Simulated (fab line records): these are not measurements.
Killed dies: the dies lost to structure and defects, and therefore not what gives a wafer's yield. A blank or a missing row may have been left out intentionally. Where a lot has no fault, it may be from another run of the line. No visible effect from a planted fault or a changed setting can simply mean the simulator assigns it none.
Chamber matching ; flow n5-finfet ; 4 sister chambers for N5_ILD0_LINER_00 on ald-sin-03
The step material SiNx, target thk 4 nm, pulse time 1 s, purge time 2 s. 8 wafers are shown with their chamber, then 10 later ones without.

== WAFERS WITH THEIR CHAMBER ==
wafer;chamber;heater-power-w (W);precursor-pulse-height-rel
L086.1;2;706;0.967
L089.5;3;880;0.988
L089.6;2;709;1.019
L091.1;0;771;1.002
L091.2;1;1023;1.032
L091.6;3;867;0.998
L093.2;0;774;1.003
L093.5;1;1003;0.981

== WAFERS MISSING THEIR CHAMBER ==
wafer;heater-power-w (W);precursor-pulse-height-rel
L093.6;762;0.992
L095.1;715;1.022
L095.2;1014;0.979
L095.6;988;1.002
L096.1;766;0.970
L096.2;707;0.984
L096.5;701;0.986
L097.1;890;1.027
L097.2;1015;0.966
L097.5;1020;0.987

== EACH ONE'S CHAMBER ==
wafer;from the rows above;in truth
L093.6;0;0
L095.1;2;2
L095.2;1;1
L095.6;1;1
L096.1;0;0
L096.2;2;2
L096.5;2;2
L097.1;3;3
L097.2;1;1
L097.5;1;1
Placed correctly: 10 of 10. Can't be placed from these rows: 0. Wrongly placed: 0.
How it was worked out, from the rows above alone: a wafer's distance from a chamber is the root of the sum, over the readings, of the square of ((its reading less the chamber's mean) divided by the reading's scatter). If the next closest chamber is less than 2 further off than the closest, the wafer can't be placed; otherwise it belongs to the closest. The mean given for a chamber averages the wafers shown for that chamber. The scatter: take each reading less its chamber's mean, square it, sum over the shown wafers, divide by the number of wafers less the number of chambers, and take the root.
